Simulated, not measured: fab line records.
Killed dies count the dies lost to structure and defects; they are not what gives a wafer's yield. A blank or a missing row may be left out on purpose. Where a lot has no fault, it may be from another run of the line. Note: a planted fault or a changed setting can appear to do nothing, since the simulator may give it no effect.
fab line records + flow nand-harc
record:
- lots: 6
- wafers: 18
- last-day: 25
route steps=1159 shown P_M1@299 END@1159
lots that met no fault: from a run of the same line without faults
start-h: the number of hours between the record's first day and the start of the first shown wafer of the lot + wait-h: time in hours since the lot's previous step + " repeats the value in the row above + L1.1+2: several wafers, shown together as one row + - no value, or no start was given + * or withheld: withheld + < > ~ a bound
route shown NAME@n: a module of which the file shows steps, and the number in the route of the first + usual: mean/standard deviation of fault-free wafers + same: alike in all rows + chamber/n: place in a boat + sites: the reading at each site + _std_site: how widely they spread, as a standard deviation + _edge_site: outer sites' mean less inner sites' + radius-mm: for every site, how far away it sits from the centre of the wafer + mask NAME#n: copy n + behind: the most recent tool/chamber to have shaped the wafer + hold: cause of the lot's hold/its duration in hours/its outcome + device: the n, p or np transistor that did not switch + end of line: the route-end tests of the same wafers + a step without rows: its recipe alone + killed: count of dies lost to structure and defects at first sort (not the wafer's yield) + map: per-die view of a wafer (x killed, . not killed, _ where there is no die)
set.NAME: the setting as run; set.NAME@STEP: as run at that earlier step + model.NAME: the simulator's own value behind a step, which no gauge read
lots seen at some steps along the route; tables by step, rows by wafer
services: the hour from which a tool's chamber was out of use, counted from the record's first day as start-h (under 0 if before that day), plus the number of hours and why
== steps ==
step: NHARC_P_M1_ETCH_35
recipe:
- target-depth-a: 400
- overetch-a: 120
- time-s: 43.94
- ion-energy-ev: 200
- n2-flow-sccm: 150
- h2-flow-sccm: 150
- ar-flow-sccm: 0
- rf-w: 400
- bias-w: 150
- chemistry: N2/H2
usual:
- drypump-motor-current-A: 5.58/0.28
- oes-product-au: 0.997/0.013
- rf-vpp-V: 431.6/2.3
- showerhead-plenum-p-Torr: 2.09/0.08
- throttle-valve-pct: 14.171/0.0086
same:
- time-s: 43.94
| lot.wafer | tool        | chamber | start-h | wait-h | drypump-motor-current-A | oes-product-au | rf-hours-counter-h | rf-vpp-V | showerhead-plenum-p-Torr | throttle-valve-pct |
|-----------|-------------|---------|---------|--------|-------------------------|----------------|--------------------|----------|--------------------------|--------------------|
| L492.3    | rie-diel-03 | 1       | 136.06  | 0.1    | 5.87                    | 1.005          | 6.9                | 432.8    | 2.18                     | 14.180             |
| L492.1    | "           | 0       | "       | "      | 5.90                    | 0.986          | 7.1                | 427.9    | 1.98                     | 14.176             |
| L492.5    | "           | 3       | "       | "      | 5.48                    | 0.985          | -                  | 432.3    | 2.15                     | 14.173             |
| L497.2    | rie-diel-11 | 1       | 163.76  | 0.1    | 5.25                    | 1.013          | 4.2                | 431.2    | 2.04                     | 14.180             |
| L497.3    | "           | 2       | "       | "      | 5.49                    | 1.019          | 4.1                | 432.0    | 2.13                     | 14.175             |
| L497.5    | "           | 0       | "       | "      | 5.82                    | 0.988          | -                  | 430.2    | 1.99                     | 14.162             |
| L502.3    | rie-diel-10 | 2       | 204.55  | 0.1    | 5.35                    | 0.993          | 2.1                | 434.4    | 2.18                     | 14.170             |
| L502.2    | "           | 0       | "       | "      | 5.94                    | 1.018          | 2.1                | 427.2    | 1.96                     | 14.169             |
| L502.5    | "           | 1       | "       | "      | 5.45                    | 1.011          | -                  | 432.6    | 2.12                     | 14.167             |
| L511.4    | rie-diel-10 | 2       | 245.93  | 0.1    | 5.37                    | 0.996          | 5.4                | 434.5    | 2.18                     | 14.167             |
| L511.5    | "           | 0       | "       | "      | 5.94                    | 1.010          | -                  | 428.1    | 1.96                     | 14.157             |
| L511.6    | "           | 1       | "       | "      | 5.46                    | 1.023          | -                  | 432.9    | 2.12                     | 14.166             |
| L512.2    | rie-diel-10 | 3       | 246.62  | 0.1    | 5.21                    | 0.977          | 5.6                | 434.1    | 2.18                     | 14.172             |
| L512.4    | "           | 0       | "       | "      | 5.93                    | 1.000          | 5.6                | 428.6    | 1.96                     | 14.162             |
| L512.3    | "           | 2       | "       | "      | 5.37                    | 1.004          | 5.4                | 434.0    | 2.18                     | 14.177             |
| L513.4    | rie-diel-03 | 3       | 256.84  | 0.1    | 5.53                    | 0.985          | 1.9                | 432.5    | 2.15                     | 14.171             |
| L513.1    | "           | 2       | "       | "      | 5.35                    | 0.998          | 1.4                | 433.8    | 2.13                     | 14.164             |
| L513.6    | "           | 3       | "       | "      | 5.51                    | 0.990          | -                  | 431.6    | 2.15                     | 14.159             |
step: NHARC_P_M1_ETCH_15
recipe:
- target-depth-a: 1825
- time-s: 91.2
- c4f8-flow-sccm: withheld
- ar-flow-sccm: 400
- rf-w: 600
- bias-w: 300
- chemistry: C4F8/Ar
step: NHARC_P_M1_CD_MEAS_16
usual:
- cd-nm: 130.5/0.76
| lot.wafer | tool      | chamber | start-h | wait-h | cd-nm |
|-----------|-----------|---------|---------|--------|-------|
| L492.1    | cd-sem-03 | -       | 136.30  | -      | 130.5 |
| L492.3    | "         | -       | "       | "      | 130.0 |
| L492.5    | "         | -       | "       | "      | 130.6 |
| L497.2    | cd-sem-02 | -       | 163.97  | -      | 130.6 |
| L497.3    | "         | -       | "       | "      | 131.1 |
| L497.5    | "         | -       | "       | "      | 130.1 |
| L502.2    | cd-sem-03 | -       | 204.76  | -      | 131.2 |
| L502.3    | "         | -       | "       | "      | 130.1 |
| L502.5    | "         | -       | "       | "      | 130.1 |
| L511.4    | cd-sem-01 | -       | 246.14  | -      | 132.4 |
| L511.5    | "         | -       | "       | "      | 128.9 |
| L511.6    | "         | -       | "       | "      | 131.6 |
| L512.2    | cd-sem-03 | -       | 246.84  | -      | 129.4 |
| L512.3    | "         | -       | "       | "      | 129.7 |
| L512.4    | "         | -       | "       | "      | 128.9 |
| L513.1    | cd-sem-03 | -       | 257.05  | -      | 131.4 |
| L513.4    | "         | -       | "       | "      | 130.6 |
| L513.6    | "         | -       | "       | "      | 130.7 |
step: NHARC_P_M1_STRIP_18
recipe:
- power-w: 1000
- n2-flow-sccm: 150
- h2-flow-sccm: 150
- ar-flow-sccm: 0
- bias-w: 0
- chemistry: N2/H2
step: NHARC_P_M1_ETCH_28
recipe:
- target-depth-a: 300
- over-etch-frac: 0.3
- time-s: 72.99
- ion-energy-ev: 150
- cf4-flow-sccm: 50
- n2-flow-sccm: 100
- ar-flow-sccm: 150
- rf-w: 300
- bias-w: 100
- chemistry: CF4/N2
usual:
- drypump-motor-current-A: 5.54/0.28
- oes-product-au: 0.997/0.013
- rf-vpp-V: 315.2/1.7
- showerhead-plenum-p-Torr: 2.68/0.085
- throttle-valve-pct: 19.794/0.0092
same:
- time-s: 72.99
| lot.wafer | tool        | chamber | start-h | wait-h | drypump-motor-current-A | oes-product-au | rf-hours-counter-h | rf-vpp-V | showerhead-plenum-p-Torr | throttle-valve-pct |
|-----------|-------------|---------|---------|--------|-------------------------|----------------|--------------------|----------|--------------------------|--------------------|
| L492.1    | rie-diel-03 | 3       | -       | -      | 5.53                    | 0.997          | 6                  | 318.4    | 2.75                     | 19.803             |
| L492.3    | "           | 0       | "       | "      | 5.95                    | 0.996          | 7                  | 313.3    | 2.56                     | 19.796             |
| L492.5    | "           | 0       | "       | "      | 5.94                    | 0.980          | -                  | 312.8    | 2.56                     | 19.795             |
| L497.2    | rie-diel-11 | 2       | -       | -      | 5.49                    | 1.023          | 4                  | 316.2    | 2.74                     | 19.795             |
| L497.3    | "           | 3       | "       | "      | 5.23                    | 1.005          | 4                  | 314.8    | 2.66                     | 19.810             |
| L497.5    | "           | 0       | "       | "      | 5.83                    | 0.996          | -                  | 312.4    | 2.57                     | 19.795             |
| L502.3    | rie-diel-03 | 2       | -       | -      | 5.38                    | 1.003          | 11                 | 315.9    | 2.74                     | 19.794             |
| L502.2    | "           | 0       | "       | "      | 5.94                    | 0.990          | 12                 | 313.4    | 2.55                     | 19.787             |
| L502.5    | "           | 3       | "       | "      | 5.48                    | 0.979          | -                  | 316.1    | 2.75                     | 19.802             |
| L511.4    | rie-diel-03 | 1       | -       | -      | 6.01                    | 0.995          | 1                  | 316.1    | 2.79                     | 19.804             |
| L511.5    | "           | 2       | "       | "      | 5.36                    | 1.004          | -                  | 315.2    | 2.74                     | 19.788             |
| L511.6    | "           | 3       | "       | "      | 5.51                    | 1.006          | -                  | 315.4    | 2.75                     | 19.805             |
| L512.4    | rie-diel-11 | 2       | -       | -      | 5.52                    | 0.995          | 1                  | 317.0    | 2.74                     | 19.797             |
| L512.3    | "           | 3       | "       | "      | 5.22                    | 0.972          | 2                  | 313.5    | 2.66                     | 19.789             |
| L512.2    | "           | 0       | "       | "      | 5.82                    | 0.980          | 2                  | 312.5    | 2.57                     | 19.796             |
| L513.1    | rie-diel-10 | 1       | -       | -      | 5.46                    | 1.013          | 4                  | 315.2    | 2.72                     | 19.803             |
| L513.4    | "           | 0       | "       | "      | 5.93                    | 1.011          | 6                  | 312.1    | 2.53                     | 19.783             |
| L513.6    | "           | 2       | "       | "      | 5.40                    | 1.000          | -                  | 317.3    | 2.79                     | 19.798             |
step: NHARC_P_M1_STRIP_19
recipe:
- time-s: 600
- temp-c: 30
- chemistry: post-etch-residue-remover
step: NHARC_P_M1_DEGAS_29
recipe:
- temp-c: 250
- time-s: 60
usual:
- heater-power-w: 340/34
- susceptor-temp-C: 250.02/0.16
same:
- time-s: 60
| lot.wafer | tool           | chamber | start-h | wait-h | heater-power-w | susceptor-temp-C |
|-----------|----------------|---------|---------|--------|----------------|------------------|
| L492.1    | pvd-sputter-02 | -       | 137.09  | -      | 321            | 250.01           |
| L492.3    | "              | -       | "       | "      | 350            | 250.00           |
| L492.5    | "              | -       | "       | "      | 321            | 250.10           |
| L497.2    | pvd-sputter-02 | -       | 164.68  | -      | 335            | 250.13           |
| L497.3    | "              | -       | "       | "      | 340            | 249.77           |
| L497.5    | "              | -       | "       | "      | 334            | 249.94           |
| L502.2    | pvd-sputter-01 | -       | 205.49  | -      | 296            | 250.21           |
| L502.3    | "              | -       | "       | "      | 394            | 250.29           |
| L502.5    | "              | -       | "       | "      | 294            | 249.93           |
| L511.4    | pvd-sputter-03 | -       | 246.87  | -      | 308            | 249.85           |
| L511.6    | "              | -       | "       | "      | 334            | 249.59           |
| L511.5    | "              | -       | "       | "      | 397            | 250.09           |
| L512.2    | pvd-sputter-03 | -       | 247.96  | -      | 303            | 249.95           |
| L512.4    | "              | -       | "       | "      | 333            | 250.06           |
| L512.3    | "              | -       | "       | "      | 403            | 249.84           |
| L513.1    | pvd-sputter-03 | -       | 257.77  | -      | 334            | 249.85           |
| L513.4    | "              | -       | "       | "      | 317            | 249.83           |
| L513.6    | "              | -       | "       | "      | 409            | 249.97           |
step: NHARC_P_M1_PRE_CLEAN_30
recipe:
- time-s: 30
- temp-c: 280
- gas: H2/He
usual:
- heater-power-w: 418/41
- susceptor-temp-C: 280.00/0.16
same:
- time-s: 30
| lot.wafer | tool           | chamber | start-h | wait-h | heater-power-w | susceptor-temp-C |
|-----------|----------------|---------|---------|--------|----------------|------------------|
| L492.3    | pvd-sputter-02 | -       | -       | -      | 420            | 280.05           |
| L492.1    | "              | -       | "       | "      | 384            | 280.03           |
| L492.5    | "              | -       | "       | "      | 419            | 280.34           |
| L497.3    | pvd-sputter-02 | -       | -       | -      | 417            | 280.09           |
| L497.2    | "              | -       | "       | "      | 383            | 280.37           |
| L497.5    | "              | -       | "       | "      | 423            | 279.99           |
| L502.3    | pvd-sputter-01 | -       | -       | -      | 397            | 280.11           |
| L502.2    | "              | -       | "       | "      | 454            | 280.03           |
| L502.5    | "              | -       | "       | "      | 396            | 280.18           |
| L511.4    | pvd-sputter-03 | -       | -       | -      | 405            | 280.05           |
| L511.6    | "              | -       | "       | "      | 390            | 279.80           |
| L511.5    | "              | -       | "       | "      | 391            | 280.04           |
| L512.2    | pvd-sputter-03 | -       | -       | -      | 384            | 279.93           |
| L512.3    | "              | -       | "       | "      | 390            | 279.83           |
| L512.4    | "              | -       | "       | "      | 485            | 280.11           |
| L513.1    | pvd-sputter-03 | -       | -       | -      | 493            | 279.95           |
| L513.4    | "              | -       | "       | "      | 393            | 279.94           |
| L513.6    | "              | -       | "       | "      | 486            | 279.93           |
step: NHARC_P_M1_PVD_20
recipe:
- target-thk-a: 50
- bias-v: 168.6
- power-w: 15000
- chamber-pressure-pa: 0.12
- time-s: 8.06
- substrate-temp-c: 50
- material: TaN
usual:
- throttle-valve-pct: 30.3/0.81
same:
- time-s: 8.06
| lot.wafer | tool           | chamber | start-h | wait-h | throttle-valve-pct |
|-----------|----------------|---------|---------|--------|--------------------|
| L492.3    | pvd-sputter-02 | -       | -       | -      | 29.6               |
| L492.1    | "              | -       | "       | "      | 30.6               |
| L492.5    | "              | -       | "       | "      | 30.4               |
| L497.3    | pvd-sputter-02 | -       | -       | -      | 30.5               |
| L497.2    | "              | -       | "       | "      | 30.4               |
| L497.5    | "              | -       | "       | "      | 29.4               |
| L502.2    | pvd-sputter-01 | -       | -       | -      | 29.4               |
| L502.3    | "              | -       | "       | "      | 30.2               |
| L502.5    | "              | -       | "       | "      | 30.5               |
| L511.4    | pvd-sputter-03 | -       | -       | -      | 31.2               |
| L511.5    | "              | -       | "       | "      | 29.3               |
| L511.6    | "              | -       | "       | "      | 31.5               |
| L512.4    | pvd-sputter-03 | -       | -       | -      | 31.4               |
| L512.2    | "              | -       | "       | "      | 30.2               |
| L512.3    | "              | -       | "       | "      | 29.6               |
| L513.1    | pvd-sputter-03 | -       | -       | -      | 31.5               |
| L513.4    | "              | -       | "       | "      | 29.2               |
| L513.6    | "              | -       | "       | "      | 31.0               |
step: NHARC_P_M1_PVD_21
recipe:
- target-thk-a: 300
- chamber-pressure-pa: 5
- power-w: 5000
- substrate-temp-c: 30
- time-s: 20.49
- material: Cu
step: NHARC_P_M1_ECD_22
recipe:
- target-thk-a: 4000
- bath-temp-c: 25
- material: Cu
step: NHARC_P_M1_ANNEAL_31
recipe:
- temp-c: 225
- time-s: 90
step: NHARC_P_M1_CMP_23
recipe:
- t-overpolish-s: 20
- target-thk-nm: 157.82
usual:
- edge-zone-pressure-frac: 1.000/0.0052
- motor-current-A: 12.2/1.3
- time-to-endpoint-s: 29.9/2.4
| lot.wafer | tool   | chamber | start-h | wait-h | edge-zone-pressure-frac | motor-current-A | time-to-endpoint-s |
|-----------|--------|---------|---------|--------|-------------------------|-----------------|--------------------|
| L492.1    | cmp-01 | 2       | 138.31  | -      | 1.001                   | 13.0            | 26.1               |
| L492.3    | "      | 3       | "       | "      | 1.000                   | 10.2            | 31.1               |
| L492.5    | "      | 2       | "       | "      | 1.001                   | 12.3            | 29.1               |
| L497.2    | cmp-03 | 2       | 165.81  | -      | 1.002                   | 13.9            | 30.3               |
| L497.3    | "      | 3       | "       | "      | 0.996                   | 11.8            | 28.0               |
| L497.5    | "      | 2       | "       | "      | 1.010                   | 14.3            | 31.5               |
| L502.2    | cmp-02 | 0       | 206.58  | -      | 0.999                   | 10.2            | 28.2               |
| L502.3    | "      | 2       | "       | "      | 1.003                   | 12.6            | 28.2               |
| L502.5    | "      | 0       | "       | "      | 1.008                   | 10.1            | 30.3               |
| L511.4    | cmp-01 | 1       | 248.05  | -      | -                       | -               | -                  |
| L511.5    | "      | 2       | "       | "      | -                       | -               | -                  |
| L511.6    | "      | 3       | "       | "      | -                       | -               | -                  |
| L512.4    | cmp-03 | 3       | 249.06  | -      | -                       | -               | -                  |
| L512.3    | "      | 0       | "       | "      | -                       | -               | -                  |
| L512.2    | "      | 2       | "       | "      | -                       | -               | -                  |
| L513.4    | cmp-02 | 1       | 259.17  | -      | 0.999                   | 12.8            | 28.6               |
| L513.1    | "      | 2       | "       | "      | 0.991                   | 13.3            | 30.7               |
| L513.6    | "      | 0       | "       | "      | 0.999                   | 10.4            | 32.6               |
step: NHARC_P_M1_THK_MEAS_24
recipe:
- thk-meas-gauge: xrf
usual:
- thk-nm: 158.4/1.3
| lot.wafer | tool          | chamber | start-h | wait-h | thk-nm |
|-----------|---------------|---------|---------|--------|--------|
| L492.1    | film-metro-01 | -       | 138.59  | -      | 158.0  |
| L492.3    | "             | -       | "       | "      | 159.6  |
| L492.5    | "             | -       | "       | "      | 158.1  |
| L497.2    | film-metro-02 | -       | 166.10  | -      | 158.1  |
| L497.3    | "             | -       | "       | "      | 156.9  |
| L497.5    | "             | -       | "       | "      | 156.4  |
| L502.2    | film-metro-02 | -       | 206.89  | -      | 159.9  |
| L502.3    | "             | -       | "       | "      | 159.2  |
| L502.5    | "             | -       | "       | "      | 157.9  |
| L511.4    | film-metro-02 | -       | 248.28  | 0.2    | 402.4  |
| L511.5    | "             | -       | "       | "      | 407.9  |
| L511.6    | "             | -       | "       | "      | 406.3  |
| L512.2    | film-metro-01 | -       | 249.37  | 0.2    | 390.9  |
| L512.3    | "             | -       | "       | "      | 398.5  |
| L512.4    | "             | -       | "       | "      | 398.5  |
| L513.1    | film-metro-01 | -       | 259.43  | -      | 157.9  |
| L513.4    | "             | -       | "       | "      | 159.5  |
| L513.6    | "             | -       | "       | "      | 159.1  |
step: NHARC_P_M1_SRD_25
step: NHARC_END_SORT_01
recipe:
- temp-c: 25
usual:
- defect-limited-yield: 95.6/1.4
- killed-at-array: 26/9
- killed-at-other: 0.8/1.2
- killed-at-periphery: 3.2/2.3
- killed-dies: 30/9.1
- killed-open: 3.5/2
- killed-short: 1.8/1.4
- sort_bin_2_pct: 1.4/0.59
- sort_bin_3_pct: 0.25/0.22
- sort_bin_4_pct: 2.8/0.91
- sort-n-pass: 647/9.1
- sort-rim-yield-pct: 95.4/3
- sort-yield-pct: 95.6/1.4
same:
- gross-dies: 677
- sort_bin_5_pct[%]: 0
- sort_bin_6_pct[%]: 0
- sort_bin_7_pct[%]: 0
- sort_bin_8_pct[%]: 0
- sort-rim-n-gross: 106.00
| lot.wafer | tool      | chamber | start-h | wait-h | defect-limited-yield[%] | killed-at-array | killed-at-other | killed-at-periphery | killed-dies | killed-open | killed-short | sort_bin_2_pct[%] | sort_bin_3_pct[%] | sort_bin_4_pct[%] | sort-n-pass | sort-rim-yield-pct[%] | sort-yield-pct[%] |
|-----------|-----------|---------|---------|--------|-------------------------|-----------------|-----------------|---------------------|-------------|-------------|--------------|-------------------|-------------------|-------------------|-------------|-----------------------|-------------------|
| L497.2    | prober-01 | 0       | 482.15  | 2.8    | 96.5                    | 22              | 1               | 1                   | 24          | 3           | 1            | 0.7               | 0                 | 2.8               | 653         | 99.1                  | 96.5              |
| L497.3    | prober-01 | 0       | 482.95  | 3.1    | 95.6                    | 23              | 1               | 6                   | 30          | 2           | 1            | 1.3               | 0.89              | 2.2               | 647         | 98.1                  | 95.6              |
| L512.2    | prober-02 | 0       | 565.07  | 2.8    | 0                       | 11              | 0               | 666                 | 677         | 4           | 2            | 97.9              | 0.30              | 1.8               | 0           | 0                     | 0                 |
| L512.3    | prober-02 | 0       | 565.86  | 3.1    | 0                       | 16              | 0               | 661                 | 677         | 3           | 0            | 97.8              | 0                 | 2.2               | 0           | 0                     | 0                 |
| L512.4    | prober-02 | 0       | 566.65  | 3.4    | 0                       | 23              | 0               | 654                 | 677         | 3           | 3            | 96.9              | 0.15              | 3.0               | 0           | 0                     | 0                 |
| L511.4    | prober-02 | 0       | 578.18  | 3.4    | 0                       | 20              | 0               | 657                 | 677         | 4           | 1            | 98.1              | 0.30              | 1.6               | 0           | 0                     | 0                 |
| L511.5    | prober-02 | 0       | 578.99  | 3.7    | 0                       | 28              | 0               | 649                 | 677         | 2           | 1            | 96.8              | 0.74              | 2.5               | 0           | 0                     | 0                 |
| L511.6    | prober-02 | 0       | 579.80  | 4.1    | 0                       | 33              | 0               | 644                 | 677         | 3           | 1            | 95.7              | 0.30              | 4.0               | 0           | 0                     | 0                 |
killed by level:class
L497.2 A_CHANNEL_HOLE_D1:chamber-film-flake=12 A_STAIRCASE:chamber-film-flake=4 A_CHANNEL_HOLE_D1:geometric-particle:open=1 A_STAIRCASE:geometric-particle:short=1 A_BLC:geometric-particle:open=1 A_M0:geometric-particle:open=1 P_ZERO_WELL:chamber-film-flake=1 A_CHANNEL_FILL_D1:chamber-film-flake=1
L497.3 A_CHANNEL_HOLE_D1:chamber-film-flake=13 P_ZERO_WELL:chamber-film-flake=3 A_WL_FILL:chamber-film-flake=3 A_CONTACT:chamber-film-flake=3 P_M1:geometric-particle:short=1 A_ONON_D1:geometric-particle:open=1 A_CONTACT:geometric-particle:open=1 P_STI:chamber-film-flake=1
L512.2 P_M1:area-cmp=660 A_CHANNEL_HOLE_D1:chamber-film-flake=5 P_CONTACT:geometric-particle:open=2 A_CHANNEL_FILL_D1:geometric-particle:open=2 P_ZERO_WELL:chamber-film-flake=2 A_CONTACT:chamber-film-flake=2 P_STI:geometric-particle:short=1 A_WL_FILL:geometric-particle:short=1
L512.3 P_M1:area-cmp=655 A_CHANNEL_HOLE_D1:chamber-film-flake=7 P_STI:chamber-film-flake=3 A_CONTACT:chamber-film-flake=3 A_ZERO_WELL:chamber-film-flake=2 P_CONTACT:geometric-particle:open=1 A_CHANNEL_FILL_D1:geometric-particle:open=1 A_WL_FILL:geometric-particle:open=1
L512.4 P_M1:area-cmp=650 A_CONTACT:chamber-film-flake=6 A_CHANNEL_HOLE_D1:chamber-film-flake=5 A_STAIRCASE:chamber-film-flake=5 P_CONTACT:geometric-particle:open=2 A_WL_FILL:geometric-particle:short=2 A_SLIT:chamber-film-flake=2 A_CHANNEL_HOLE_D1:geometric-particle:short=1
L511.4 P_M1:area-cmp=656 A_SLIT:chamber-film-flake=9 A_CHANNEL_HOLE_D1:chamber-film-flake=6 A_ONON_D1:geometric-particle:open=2 P_M1:geometric-particle:open=1 A_ONON_D1:geometric-particle:short=1 A_CONTACT:geometric-particle:open=1 A_ZERO_WELL:chamber-film-flake=1
L511.5 P_M1:area-cmp=649 A_SLIT:chamber-film-flake=13 A_CHANNEL_HOLE_D1:chamber-film-flake=6 A_STAIRCASE:chamber-film-flake=3 A_CONTACT:chamber-film-flake=2 A_CHANNEL_FILL_D1:geometric-particle:short=1 A_SGD_CUT:geometric-particle:open=1 A_SLIT:geometric-particle:open=1
L511.6 P_M1:area-cmp=641 A_SLIT:chamber-film-flake=14 A_CONTACT:chamber-film-flake=8 A_STAIRCASE:chamber-film-flake=5 A_CHANNEL_HOLE_D1:chamber-film-flake=4 P_CONTACT:geometric-particle:open=2 P_M0:geometric-particle:open=1 A_ONON_D1:geometric-particle:short=1
map L511.4 (x killed, . not)
____________x____________
_________xxxxxxx_________
_______xxxxxxxxxxx_______
______xxxxxxxxxxxxx______
_____xxxxxxxxxxxxxxx_____
____xxxxxxxxxxxxxxxxx____
____xxxxxxxxxxxxxxxxx____
___xxxxxxxxxxxxxxxxxxx___
___xxxxxxxxxxxxxxxxxxx___
__xxxxxxxxxxxxxxxxxxxxx__
__xxxxxxxxxxxxxxxxxxxxx__
_xxxxxxxxxxxxxxxxxxxxxxx_
_xxxxxxxxxxxxxxxxxxxxxxx_
_xxxxxxxxxxxxxxxxxxxxxxx_
_xxxxxxxxxxxxxxxxxxxxxxx_
_xxxxxxxxxxxxxxxxxxxxxxx_
xxxxxxxxxxxxxxxxxxxxxxxxx
xxxxxxxxxxxxxxxxxxxxxxxxx
xxxxxxxxxxxxxxxxxxxxxxxxx
xxxxxxxxxxxxxxxxxxxxxxxxx
xxxxxxxxxxxxxxxxxxxxxxxxx
_xxxxxxxxxxxxxxxxxxxxxxx_
_xxxxxxxxxxxxxxxxxxxxxxx_
_xxxxxxxxxxxxxxxxxxxxxxx_
_xxxxxxxxxxxxxxxxxxxxxxx_
_xxxxxxxxxxxxxxxxxxxxxxx_
__xxxxxxxxxxxxxxxxxxxxx__
__xxxxxxxxxxxxxxxxxxxxx__
___xxxxxxxxxxxxxxxxxxx___
___xxxxxxxxxxxxxxxxxxx___
____xxxxxxxxxxxxxxxxx____
____xxxxxxxxxxxxxxxxx____
_____xxxxxxxxxxxxxxx_____
______xxxxxxxxxxxxx______
_______xxxxxxxxxxx_______
_________xxxxxxx_________
____________x____________
map L512.2 (x killed, . not)
____________x____________
_________xxxxxxx_________
_______xxxxxxxxxxx_______
______xxxxxxxxxxxxx______
_____xxxxxxxxxxxxxxx_____
____xxxxxxxxxxxxxxxxx____
____xxxxxxxxxxxxxxxxx____
___xxxxxxxxxxxxxxxxxxx___
___xxxxxxxxxxxxxxxxxxx___
__xxxxxxxxxxxxxxxxxxxxx__
__xxxxxxxxxxxxxxxxxxxxx__
_xxxxxxxxxxxxxxxxxxxxxxx_
_xxxxxxxxxxxxxxxxxxxxxxx_
_xxxxxxxxxxxxxxxxxxxxxxx_
_xxxxxxxxxxxxxxxxxxxxxxx_
_xxxxxxxxxxxxxxxxxxxxxxx_
xxxxxxxxxxxxxxxxxxxxxxxxx
xxxxxxxxxxxxxxxxxxxxxxxxx
xxxxxxxxxxxxxxxxxxxxxxxxx
xxxxxxxxxxxxxxxxxxxxxxxxx
xxxxxxxxxxxxxxxxxxxxxxxxx
_xxxxxxxxxxxxxxxxxxxxxxx_
_xxxxxxxxxxxxxxxxxxxxxxx_
_xxxxxxxxxxxxxxxxxxxxxxx_
_xxxxxxxxxxxxxxxxxxxxxxx_
_xxxxxxxxxxxxxxxxxxxxxxx_
__xxxxxxxxxxxxxxxxxxxxx__
__xxxxxxxxxxxxxxxxxxxxx__
___xxxxxxxxxxxxxxxxxxx___
___xxxxxxxxxxxxxxxxxxx___
____xxxxxxxxxxxxxxxxx____
____xxxxxxxxxxxxxxxxx____
_____xxxxxxxxxxxxxxx_____
______xxxxxxxxxxxxx______
_______xxxxxxxxxxx_______
_________xxxxxxx_________
____________x____________
== services ==
| tool           | chamber | start-h | hours | kind   |
|----------------|---------|---------|-------|--------|
| rie-diel-11    | 0       | 112.17  | 15.6  | repair |
| rie-diel-11    | 3       | 114.17  | 2.7   | repair |
| cmp-03         | -       | 114.73  | 1.0   | repair |
| cmp-03         | -       | 116.85  | 0.2   | repair |
| cmp-03         | -       | 118.13  | 2.9   | repair |
| cmp-01         | -       | 119.63  | 1.4   | repair |
| cmp-02         | -       | 128.61  | 4.0   | pm     |
| rie-diel-03    | 2       | 128.74  | 8.4   | repair |
| cmp-03         | -       | 130.44  | 1.3   | repair |
| rie-diel-10    | -       | 135.32  | 1.8   | repair |
| cmp-03         | -       | 156.00  | 4.0   | pm     |
| cmp-01         | -       | 157.01  | 2.3   | repair |
| pvd-sputter-01 | -       | 160.94  | 10.0  | pm     |
| cmp-03         | -       | 166.17  | 2.2   | repair |
| rie-diel-10    | -       | 176.50  | 9.0   | pm     |
| rie-diel-11    | 1       | 189.07  | 2.4   | repair |
| rie-diel-11    | -       | 189.50  | 9.0   | pm     |
| rie-diel-11    | -       | 202.26  | 0.4   | repair |
| rie-diel-11    | 2       | 203.15  | 18.4  | repair |
| rie-diel-03    | 2       | 209.90  | 19.0  | repair |
| pvd-sputter-02 | -       | 214.00  | 10.0  | pm     |
| rie-diel-03    | -       | 215.30  | 9.0   | pm     |
| rie-diel-10    | 2       | 218.86  | 5.8   | repair |
| pvd-sputter-01 | -       | 256.36  | 3.0   | repair |
== key ==
first-sign:
- step: NHARC_P_M1_CMP_23
- reading: tool-record
- direction: missing
effect:
- step: NHARC_P_M1_THK_MEAS_24
- reading: thk-nm
- direction: up
- sigmas: 99+
- usual: 158.4
- struck: 400.7
effect:
- step: NHARC_END_SORT_01
- reading: killed-at-periphery
- direction: up
- sigmas: 99+
- usual: 3.2
- struck: 655.2
more-kills-born-at:
- NHARC_P_M1_CMP_23@cmp-03: 1965
- NHARC_P_M1_CMP_23@cmp-01: 1946
met-at NHARC_P_M1_CMP_23
struck-wafers L511.4,L511.5,L511.6,L512.2,L512.3,L512.4
later-rows-left-out L511.4,L511.5,L511.6,L512.2,L512.3,L512.4
onset-between 165.81 248.05
fault:
- kind: skipped-step-whole
- tool: cmp-01,cmp-03
- chamber: -
- onset-h: 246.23
- steps: NHARC_P_M1_CMP_23
- scope: struck-lots-only
later-rows-left-out: the simulator's readings of these wafers behind a module that went badly wrong aren't trusted and aren't shown, but for the sort
